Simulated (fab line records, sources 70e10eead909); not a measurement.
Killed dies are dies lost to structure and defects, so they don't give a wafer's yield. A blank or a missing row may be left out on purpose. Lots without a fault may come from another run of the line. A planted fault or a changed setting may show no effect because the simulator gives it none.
fab line records | flow nand_harc
record lots=12 wafers=36 last_day=24
route steps=1159 shown A_M0@1009 A_M1@1046 A_BONDPAD@1080 END@1159
lots that met no fault: from a run of the same line without faults
start_h: hours from the record's first day to the start of the lot's first wafer shown | wait_h: hours since the lot's step before | " the same as in the row above | L1.1+2: a row that stands for several wafers | - no value, or no start given | * or withheld: withheld | < > ~ a bound
route shown NAME@n: a module of which the file shows steps, and the number in the route of the first | usual: mean/standard deviation of fault-free wafers | same: alike in all rows | chamber/n: place in a boat | sites: the reading at each site | _std_site: their standard deviation | _edge_site: outer sites' mean less inner sites' | radius_mm: how far each site lies from the wafer's centre | mask NAME#n: copy n | behind: the tool/chamber that last shaped the wafer | hold: why the lot was held/for how many hours/how that ended | device: the transistor (n, p or np) that didn't switch | end of line: the same wafers' tests at the end of the route | a step without rows: its recipe alone | killed: dies lost to structure and defects at the first sort, not the wafer's yield | map: a wafer's dies, x killed, . not, _ none there
set.NAME: the setting as run; set.NAME@STEP: as run at that earlier step | model.NAME: the simulator's own value behind a step, which no gauge read
steps of the route over a sample of lots; a table a step, a row a wafer
services: from which hour (start_h, from the record's first day; less than 0 if before it) a tool's chamber was out of use, for how many hours, and why
## steps
# step NHARC_A_M0_ETCH_15
# recipe target_depth_a=1500 overetch_a=150 time_s=82.5 c4f8_flow_sccm=withheld ar_flow_sccm=400 rf_w=600 bias_w=300 chemistry=C4F8/Ar
# usual oes_product_au=0.955/0.025 rf_vpp_V=442.1/2.6
# columns lot.wafer tool chamber start_h wait_h oes_product_au rf_hours_counter_h rf_vpp_V
L802.4 rie_diel-08 3 - - 0.908 8 443.9
L802.3 " 1 " " 0.915 9 440.1
L802.6 " 3 " " 0.899 - 443.0
L806.2 rie_diel-08 1 - - 0.971 9 439.9
L806.5 " 1 " " 0.977 - 442.2
L806.6 " 2 " " 0.969 - 437.5
L804.2 rie_diel-01 0 - - 0.929 5 440.5
L804.3 " 2 " " 0.919 4 442.6
L804.6 " 3 " " 0.924 - 443.4
L809.1 rie_diel-08 3 - - 0.954 11 444.6
L809.2 " 0 " " 0.996 12 444.6
L809.5 " 3 " " 0.949 - 445.1
L810.1 rie_diel-08 2 - - 0.933 12 438.1
L810.2 " 3 " " 0.898 11 443.4
L810.4 " 1 " " 0.914 13 441.1
L807.3 rie_diel-08 1 - - 0.925 13 441.3
L807.4 " 0 " " 0.945 12 446.0
L807.6 " 1 " " 0.924 - 441.9
L817.4 rie_diel-08 2 - - 0.954 2 439.2
L817.6 " 2 " " 0.958 - 440.0
L817.5 " 3 " " 0.967 - 443.7
L820.2 rie_diel-01 1 - - 0.979 1 443.5
L820.3 " 2 " " 0.970 1 443.7
L820.6 " 3 " " 0.965 - 443.5
L821.2 rie_diel-08 2 - - 0.972 3 438.5
L821.5 " 1 " " 0.964 - 441.7
L821.6 " 2 " " 0.965 - 438.9
L822.2 rie_diel-08 3 - - 0.979 5 446.1
L822.4 " 0 " " 1.011 4 444.5
L822.1 " 2 " " 0.962 5 437.7
L823.2 rie_diel-01 3 - - 0.944 2 443.3
L823.4 " 0 " " 0.954 2 440.6
L823.3 " 1 " " 0.965 2 442.7
L825.4 rie_diel-08 2 - - 0.918 5 438.9
L825.6 " 0 " " 0.930 - 446.9
L825.5 " 1 " " 0.920 - 440.1
# step NHARC_A_M0_PVD_20
# recipe target_thk_a=50 bias_v=168.6 power_w=15000 chamber_pressure_pa=0.12 time_s=8.06 substrate_temp_c=50 material=TaN
# usual substrate_temp_c=49.99/0.12 throttle_valve_pct=29.9/0.96
# columns lot.wafer tool chamber start_h wait_h substrate_temp_c throttle_valve_pct
L802.4 pvd_sputter-03 - - - 49.72 29.9
L802.3 " - " " 50.11 28.6
L802.6 " - " " 49.85 31.6
L806.2 pvd_sputter-01 - - - 49.87 29.5
L806.5 " - " " 50.05 30.4
L806.6 " - " " 50.04 29.8
L804.3 pvd_sputter-03 - - - 49.77 31.6
L804.2 " - " " 50.07 28.5
L804.6 " - " " 49.79 30.0
L809.2 pvd_sputter-02 - - - 50.03 30.1
L809.1 " - " " 49.86 28.8
L809.5 " - " " 49.95 28.3
L810.2 pvd_sputter-01 - - - 49.96 29.3
L810.1 " - " " 50.03 30.9
L810.4 " - " " 50.03 30.7
L807.4 pvd_sputter-01 - - - 49.96 31.3
L807.3 " - " " 50.11 29.6
L807.6 " - " " 49.97 31.0
L817.4 pvd_sputter-03 - - - 50.10 31.5
L817.5 " - " " 50.12 30.5
L817.6 " - " " 49.98 29.1
L820.2 pvd_sputter-03 - - - 50.00 31.6
L820.3 " - " " 50.07 30.5
L820.6 " - " " 50.05 31.6
L821.2 pvd_sputter-03 - - - 50.17 31.7
L821.5 " - " " 50.05 31.6
L821.6 " - " " 50.10 30.6
L822.2 pvd_sputter-02 - - - 49.97 28.8
L822.4 " - " " 49.83 30.2
L822.1 " - " " 50.04 28.6
L823.4 pvd_sputter-01 - - - 50.03 31.2
L823.3 " - " " 50.21 29.7
L823.2 " - " " 50.00 29.4
L825.4 pvd_sputter-02 - - - 49.82 28.7
L825.5 " - " " 49.95 28.6
L825.6 " - " " 49.96 28.6
# step NHARC_A_M1_DEGAS_29
# recipe temp_c=250 time_s=60
# usual heater_power_w=351/40
# columns lot.wafer tool chamber start_h wait_h heater_power_w
L802.4 pvd_sputter-03 - 407.69 - 424
L802.3 " - " " 378
L802.6 " - " " 436
L806.2 pvd_sputter-01 - 409.68 - 377
L806.6 " - " " 315
L806.5 " - " " 326
L804.3 pvd_sputter-01 - 417.86 - 338
L804.2 " - " " 366
L804.6 " - " " 350
L809.2 pvd_sputter-02 - 451.90 - 286
L809.1 " - " " 376
L809.5 " - " " 359
L810.4 pvd_sputter-03 - 457.91 - 376
L810.1 " - " " 314
L810.2 " - " " 310
L807.4 pvd_sputter-01 - 457.95 - 317
L807.3 " - " " 343
L807.6 " - " " 315
L817.4 pvd_sputter-03 - 515.17 - 344
L817.6 " - " " 294
L817.5 " - " " 324
L820.3 pvd_sputter-03 - 520.66 - 353
L820.2 " - " " 443
L820.6 " - " " 289
L821.2 pvd_sputter-01 - 524.46 - 339
L821.5 " - " " 333
L821.6 " - " " 355
L822.1 pvd_sputter-03 - 539.39 - 368
L822.4 " - " " 294
L822.2 " - " " 327
L823.4 pvd_sputter-01 - 539.98 - 348
L823.2 " - " " 338
L823.3 " - " " 369
L825.4 pvd_sputter-03 - 543.01 - 292
L825.6 " - " " 357
L825.5 " - " " 447
# step NHARC_A_BONDPAD_ETCH_24
# recipe target_depth_a=300 over_etch_frac=0.3 time_s=72.99 ion_energy_ev=150 cf4_flow_sccm=50 n2_flow_sccm=100 ar_flow_sccm=150 rf_w=300 bias_w=100 chemistry=CF4/N2
# usual drypump_motor_current_A=5.8/0.39 oes_product_au=0.995/0.0076 rf_vpp_V=313.8/2.2 showerhead_plenum_p_Torr=2.60/0.12 throttle_valve_pct=19.794/0.0095
# same over_etch_frac=0.3
# columns lot.wafer tool chamber start_h wait_h drypump_motor_current_A oes_product_au rf_hours_counter_h rf_vpp_V showerhead_plenum_p_Torr throttle_valve_pct
L802.3 rie_diel-11 3 412.01 - 5.2 0.981 4 311.1 2.44 19.789
L802.4 " 2 " " 5.8 0.992 5 312.2 2.46 19.805
L802.6 " 0 " " 5.2 0.997 - 316.2 2.71 19.809
L806.2 rie_diel-03 0 414.46 - 5.5 0.995 1 313.7 2.63 19.809
L806.6 " 2 " " 6.2 0.992 - 311.4 2.46 19.807
L806.5 " 3 " " 6.3 1.017 - 315.0 2.77 19.787
L804.2 rie_diel-03 0 422.40 - 5.5 1.000 1 314.2 2.63 19.812
L804.3 " 1 " " 5.6 0.988 1 313.9 2.58 19.817
L804.6 " 1 " " 5.6 0.987 - 314.0 2.58 19.808
L809.1 rie_diel-03 3 456.05 - 6.3 1.003 2 316.5 2.77 19.802
L809.2 " 1 " " 5.6 0.989 2 312.8 2.58 19.785
L809.5 " 0 " " 5.5 0.774 - 314.9 2.63 19.797
L810.1 rie_diel-11 1 462.86 - 5.6 0.993 14 310.7 2.43 19.810
L810.2 " 2 " " 5.9 0.989 16 311.1 2.45 19.800
L810.4 " 3 " " 5.2 0.983 15 309.9 2.44 19.782
L807.3 rie_diel-11 2 463.09 - 5.9 1.001 16 311.5 2.45 19.800
L807.4 " 3 " " 5.2 0.999 15 311.2 2.44 19.797
L807.6 " 2 " " 5.9 1.000 - 310.4 2.45 19.796
L817.4 rie_diel-09 2 519.50 - 6.4 0.993 24 314.9 2.67 19.799
L817.6 " 3 " " 5.4 0.993 - 314.3 2.63 19.794
L817.5 " 0 " " 5.4 0.992 - 318.1 2.80 19.799
L820.3 rie_diel-03 0 525.12 - 5.5 0.985 5 313.6 2.63 19.800
L820.2 " 2 " " 6.2 1.004 5 311.7 2.46 19.794
L820.6 " 1 " " 5.6 0.997 - 313.2 2.58 19.798
L821.2 rie_diel-03 2 528.88 0.2 6.2 0.995 5 312.8 2.46 19.816
L821.5 " 0 " " 5.5 0.974 - 314.2 2.63 19.794
L821.6 " 2 " " 6.2 0.999 - 311.5 2.46 19.789
L822.4 rie_diel-03 2 543.64 - 6.1 0.997 6 312.1 2.46 19.787
L822.2 " 3 " " 6.3 0.993 6 316.7 2.76 19.785
L822.1 " 0 " " 5.5 0.989 6 313.5 2.63 19.785
L823.4 rie_diel-03 2 544.41 - 6.2 0.996 6 312.0 2.46 19.792
L823.3 " 3 " " 6.3 0.993 6 317.4 2.76 19.781
L823.2 " 0 " " 5.5 0.983 6 315.1 2.63 19.778
L825.4 rie_diel-03 3 547.30 - 6.3 0.989 6 316.4 2.76 19.799
L825.6 " 1 " " 5.6 0.989 - 314.1 2.58 19.770
L825.5 " 2 " " 6.2 0.984 - 312.7 2.46 19.805
# step NHARC_END_SORT_01
# recipe temp_c=25
# usual defect_limited_yield=95.7/1.5 killed_at_array=25/9.5 killed_at_other=0.8/1.2 killed_at_periphery=3.4/2.2 killed_dies=29/10 killed_open=3.3/1.8 killed_short=2.1/1.4 sort_bin_2_pct=1.4/0.63 sort_bin_3_pct=0.22/0.2 sort_bin_4_pct=2.7/0.96 sort_n_pass=648/10 sort_rim_yield_pct=95.6/2.8 sort_yield_pct=95.7/1.5
# same gross_dies=677 sort_bin_5_pct[%]=0 sort_bin_6_pct[%]=0 sort_bin_7_pct[%]=0 sort_bin_8_pct[%]=0 sort_rim_n_gross=106.00
# columns lot.wafer tool chamber start_h wait_h defect_limited_yield[%] killed_at_array killed_at_other killed_at_periphery killed_dies killed_open killed_short sort_bin_2_pct[%] sort_bin_3_pct[%] sort_bin_4_pct[%] sort_n_pass sort_rim_yield_pct[%] sort_yield_pct[%]
L809.1 prober-02 0 485.88 2.5 93.8 35 1 6 42 5 4 2.4 0 3.8 635 98.1 93.8
L809.2 prober-02 0 486.67 2.8 94.1 35 0 5 40 7 0 2.1 0 3.8 637 93.4 94.1
L809.5 prober-02 0 489.06 3.7 0.1 674 1 1 676 1 0 96.6 0.59 2.7 1 0.9 0.1
L810.1 prober-02 0 495.38 2.5 97.2 16 1 2 19 4 1 0.7 0 2.1 658 96.2 97.2
L810.2 prober-02 0 496.18 2.8 97.6 15 1 0 16 2 1 0.7 0.15 1.5 661 99.1 97.6
L810.4 prober-02 0 497.78 3.4 97.6 13 0 3 16 4 4 1.3 0 1.0 661 96.2 97.6
L817.4 prober-01 0 555.87 3.4 97.3 13 0 5 18 8 1 0.4 0 2.2 659 97.2 97.3
L817.5 prober-01 0 556.66 3.7 95.0 27 0 7 34 6 3 1.8 0.44 2.8 643 95.3 95.0
L817.6 prober-01 0 557.45 4.0 97.2 15 0 4 19 5 3 0.3 0 2.5 658 97.2 97.2
L820.2 prober-02 0 559.03 2.8 95.0 32 0 2 34 2 5 1.8 0.74 2.5 643 99.1 95.0
L820.3 prober-02 0 559.84 3.1 95.6 30 0 0 30 3 1 1.0 0.30 3.1 647 95.3 95.6
L820.6 prober-02 0 562.26 4.0 94.4 37 1 0 38 6 1 1.5 0.30 3.8 639 95.3 94.4
L821.2 prober-01 0 562.03 2.8 94.7 30 0 6 36 2 2 1.5 0.30 3.5 641 91.5 94.7
L821.5 prober-01 0 564.39 3.6 95.0 31 0 3 34 3 3 1.3 0.30 3.4 643 96.2 95.0
L821.6 prober-01 0 565.18 3.9 95.1 25 2 6 33 5 2 1.6 0.30 3.0 644 92.5 95.1
L822.1 prober-01 0 575.70 2.5 93.8 40 0 2 42 1 3 1.9 0.44 3.8 635 93.4 93.8
L822.2 prober-01 0 576.49 2.8 92.6 45 1 4 50 2 2 2.7 0.30 4.4 627 94.3 92.6
L822.4 prober-01 0 578.07 3.4 91.9 44 2 9 55 5 1 1.9 0.44 5.8 622 97.2 91.9
L823.2 prober-01 0 584.26 2.8 97.0 14 0 6 20 4 0 1.3 0 1.6 657 97.2 97.0
L823.3 prober-01 0 585.05 3.1 95.3 26 2 4 32 4 2 1.3 0 3.4 645 97.2 95.3
L823.4 prober-01 0 585.84 3.4 97.3 15 0 3 18 5 0 1.0 0.30 1.3 659 95.3 97.3
# killed by level:class
L809.1 A_CHANNEL_HOLE_D1:chamber_film_flake=18 A_SLIT:chamber_film_flake=12 P_GATE:geometric_particle:open=2 A_WL_FILL:geometric_particle:short=2 P_CONTACT:geometric_particle:open=1 P_M0:geometric_particle:short=1 P_M2:geometric_particle:open=1 A_ONON_D1:geometric_particle:open=1
L809.2 A_CHANNEL_HOLE_D1:chamber_film_flake=12 A_CONTACT:chamber_film_flake=8 A_SLIT:chamber_film_flake=5 A_SGD_CUT:chamber_film_flake=3 A_CHANNEL_FILL_D1:geometric_particle:open=2 A_M0:geometric_particle:open=2 A_STAIRCASE:chamber_film_flake=2 P_M1:geometric_particle:open=1
L809.5 A_BONDPAD:area_etch=646 A_CHANNEL_HOLE_D1:chamber_film_flake=17 A_SLIT:chamber_film_flake=4 A_CONTACT:chamber_film_flake=3 A_WL_FILL:geometric_particle:open=1 P_BONDPAD:chamber_film_flake=1 A_ZERO_WELL:chamber_film_flake=1 A_CHANNEL_FILL_D1:chamber_film_flake=1
L810.1 A_CONTACT:chamber_film_flake=5 A_CHANNEL_HOLE_D1:chamber_film_flake=3 A_WL_FILL:chamber_film_flake=2 P_CONTACT:geometric_particle:open=1 A_SLIT:geometric_particle:open=1 A_WL_FILL:geometric_particle:short=1 A_WL_FILL:geometric_particle:open=1 A_CONTACT:geometric_particle:open=1
L810.2 A_CHANNEL_HOLE_D1:chamber_film_flake=5 A_CONTACT:chamber_film_flake=4 A_CHANNEL_FILL_D1:geometric_particle:open=2 A_WL_FILL:chamber_film_flake=2 A_CONTACT:geometric_particle:short=1 A_ZERO_WELL:chamber_film_flake=1 THIN_TSV:chamber_film_flake=1
L810.4 A_CONTACT:chamber_film_flake=3 P_M0:geometric_particle:open=2 A_CHANNEL_FILL_D1:geometric_particle:short=2 A_CHANNEL_FILL_D1:chamber_film_flake=2 A_WL_FILL:chamber_film_flake=2 P_GATE:geometric_particle:open=1 A_SGD_CUT:geometric_particle:short=1 A_WL_FILL:geometric_particle:short=1
L817.4 A_CHANNEL_HOLE_D1:chamber_film_flake=6 P_M0:geometric_particle:open=3 A_CONTACT:geometric_particle:open=2 P_CONTACT:geometric_particle:open=1 A_ONON_D1:geometric_particle:open=1 A_SGD_CUT:geometric_particle:open=1 A_CONTACT:geometric_particle:short=1 P_BONDPAD:chamber_film_flake=1
L817.5 A_CHANNEL_HOLE_D1:chamber_film_flake=11 A_STAIRCASE:chamber_film_flake=7 A_CONTACT:geometric_particle:open=3 A_WL_FILL:chamber_film_flake=2 A_ZERO_WELL:chamber_film_flake=2 P_CONTACT:geometric_particle:open=1 P_CONTACT:geometric_particle:short=1 P_M0:geometric_particle:short=1
L817.6 A_CHANNEL_HOLE_D1:chamber_film_flake=4 A_STAIRCASE:chamber_film_flake=3 P_CONTACT:geometric_particle:open=2 P_M0:geometric_particle:open=2 A_M0:geometric_particle:short=2 A_WL_FILL:chamber_film_flake=2 A_CONTACT:chamber_film_flake=2 A_SGD_CUT:geometric_particle:short=1
L820.2 A_CHANNEL_HOLE_D1:chamber_film_flake=22 P_M2:chamber_film_flake=2 A_ONON_D1:geometric_particle:short=1 A_ONON_D1:geometric_particle:open=1 A_CHANNEL_FILL_D1:geometric_particle:short=1 A_WL_FILL:geometric_particle:short=1 A_CONTACT:geometric_particle:open=1 A_CONTACT:geometric_particle:short=1
L820.3 A_CHANNEL_HOLE_D1:chamber_film_flake=15 A_STAIRCASE:chamber_film_flake=4 A_CONTACT:chamber_film_flake=4 A_M0:geometric_particle:open=2 A_SLIT:chamber_film_flake=2 A_WL_FILL:geometric_particle:short=1 A_CONTACT:geometric_particle:open=1 A_M0:chamber_film_flake=1
L821.2 A_CHANNEL_HOLE_D1:chamber_film_flake=10 A_SLIT:chamber_film_flake=8 P_GATE:chamber_film_flake=4 A_BLC:chamber_film_flake=4 A_STAIRCASE:chamber_film_flake=2 P_GATE:geometric_particle:open=1 A_ONON_D1:geometric_particle:short=1 A_CONTACT:geometric_particle:open=1
L820.6 A_CHANNEL_HOLE_D1:chamber_film_flake=24 A_M0:geometric_particle:open=3 A_STAIRCASE:chamber_film_flake=2 A_WL_FILL:chamber_film_flake=2 A_CONTACT:chamber_film_flake=2 A_CHANNEL_FILL_D1:geometric_particle:short=1 A_CONTACT:geometric_particle:open=1 A_BLC:geometric_particle:open=1
L821.5 A_SLIT:chamber_film_flake=16 A_CHANNEL_HOLE_D1:chamber_film_flake=3 A_STAIRCASE:chamber_film_flake=3 P_M2:geometric_particle:short=1 A_ONON_D1:geometric_particle:short=1 A_WL_FILL:geometric_particle:short=1 A_CONTACT:geometric_particle:open=1 A_M0:geometric_particle:open=1
L821.6 A_SLIT:chamber_film_flake=7 P_GATE:chamber_film_flake=4 A_CHANNEL_HOLE_D1:chamber_film_flake=3 A_CHANNEL_FILL_D1:chamber_film_flake=3 A_CONTACT:chamber_film_flake=3 STARTING-WAFER:geometric_particle:open=2 A_ZERO_WELL:chamber_film_flake=2 A_M0:chamber_film_flake=2
L822.1 A_CHANNEL_HOLE_D1:chamber_film_flake=24 A_SLIT:chamber_film_flake=6 A_STAIRCASE:chamber_film_flake=3 A_CONTACT:chamber_film_flake=2 A_ONON_D1:geometric_particle:short=1 A_ONON_D1:geometric_particle:open=1 A_STAIRCASE:geometric_particle:short=1 A_WL_FILL:geometric_particle:short=1
L822.2 A_CHANNEL_HOLE_D1:chamber_film_flake=22 A_SLIT:chamber_film_flake=15 A_CONTACT:chamber_film_flake=4 P_ZERO_WELL:chamber_film_flake=2 P_GATE:geometric_particle:open=1 A_WL_FILL:geometric_particle:short=1 A_CONTACT:geometric_particle:short=1 A_M0:geometric_particle:open=1
L822.4 A_CHANNEL_HOLE_D1:chamber_film_flake=17 A_SLIT:chamber_film_flake=17 P_ZERO_WELL:chamber_film_flake=5 A_STAIRCASE:chamber_film_flake=3 A_CONTACT:chamber_film_flake=3 A_CHANNEL_FILL_D1:chamber_film_flake=2 P_GATE:geometric_particle:open=1 P_CONTACT:geometric_particle:open=1
L823.2 A_CHANNEL_HOLE_D1:chamber_film_flake=9 P_M1:chamber_film_flake=4 A_STAIRCASE:chamber_film_flake=2 P_M1:geometric_particle:open=1 P_M2:geometric_particle:open=1 A_CONTACT:geometric_particle:open=1 A_M0:geometric_particle:open=1 A_CONTACT:chamber_film_flake=1
L823.3 A_CHANNEL_HOLE_D1:chamber_film_flake=12 A_CONTACT:chamber_film_flake=5 A_STAIRCASE:chamber_film_flake=3 A_BLC:geometric_particle:open=2 P_M1:chamber_film_flake=2 THIN_TSV:chamber_film_flake=2 P_GATE:geometric_particle:open=1 A_SOURCE_PLATE:geometric_particle:short=1
L823.4 A_CHANNEL_HOLE_D1:chamber_film_flake=8 P_M1:chamber_film_flake=3 A_ONON_D1:geometric_particle:open=2 A_CONTACT:geometric_particle:open=1 A_BLC:geometric_particle:open=1 A_M0:geometric_particle:open=1 A_STAIRCASE:chamber_film_flake=1 A_SLIT:chamber_film_flake=1
## services
# columns tool chamber start_h hours kind
rie_diel-01 2 383.43 5.0 repair
rie_diel-08 0 384.30 - clean
rie_diel-08 1 384.30 - clean
rie_diel-08 2 384.30 - clean
rie_diel-08 3 384.30 - clean
rie_diel-11 3 384.36 7.9 repair
rie_diel-03 - 392.33 9.0 pm
pvd_sputter-02 - 396.88 10.0 pm
rie_diel-08 0 408.91 - clean
rie_diel-08 1 408.91 - clean
rie_diel-08 2 408.91 - clean
rie_diel-08 3 408.91 - clean
pvd_sputter-03 - 415.59 1.0 repair
rie_diel-09 - 431.17 9.0 pm
rie_diel-09 2 454.39 10.1 repair
pvd_sputter-03 - 458.01 10.0 pm
rie_diel-08 - 478.80 9.0 pm
rie_diel-01 - 491.92 9.0 pm
rie_diel-09 1 500.51 1.6 repair
pvd_sputter-01 - 514.02 10.0 pm
rie_diel-11 3 516.17 7.5 repair
rie_diel-03 1 526.19 13.8 repair
rie_diel-09 1 533.14 6.1 repair
rie_diel-11 - 543.50 9.0 pm
## key
first_sign step=NHARC_A_BONDPAD_ETCH_24 reading=oes_product_au direction=down sigmas=29 usual=0.995 struck=0.774
effect step=NHARC_END_SORT_01 reading=sort_bin_2_pct direction=up sigmas=99+ usual=1.4 struck=96.6
more_kills_born_at NHARC_A_BONDPAD_ETCH_24@rie_diel-03=646
met_at NHARC_A_BONDPAD_ETCH_24
struck_lots L809
struck_wafers L809.5
later_rows_left_out L809.5
not_acting_at NHARC_A_M0_ETCH_15,NHARC_A_M0_PVD_20,NHARC_A_M1_DEGAS_29
onset_between 422.40 456.05
fault kind=process_parameter_drift tool=rie_diel-03 chamber=0 onset_h=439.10 steps=NHARC_A_BONDPAD_ETCH_24 channel=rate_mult offset=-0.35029 shape=step end_h=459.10
# later_rows_left_out: the simulator's readings of these wafers behind a module that went badly wrong aren't trusted and aren't shown, but for the sort
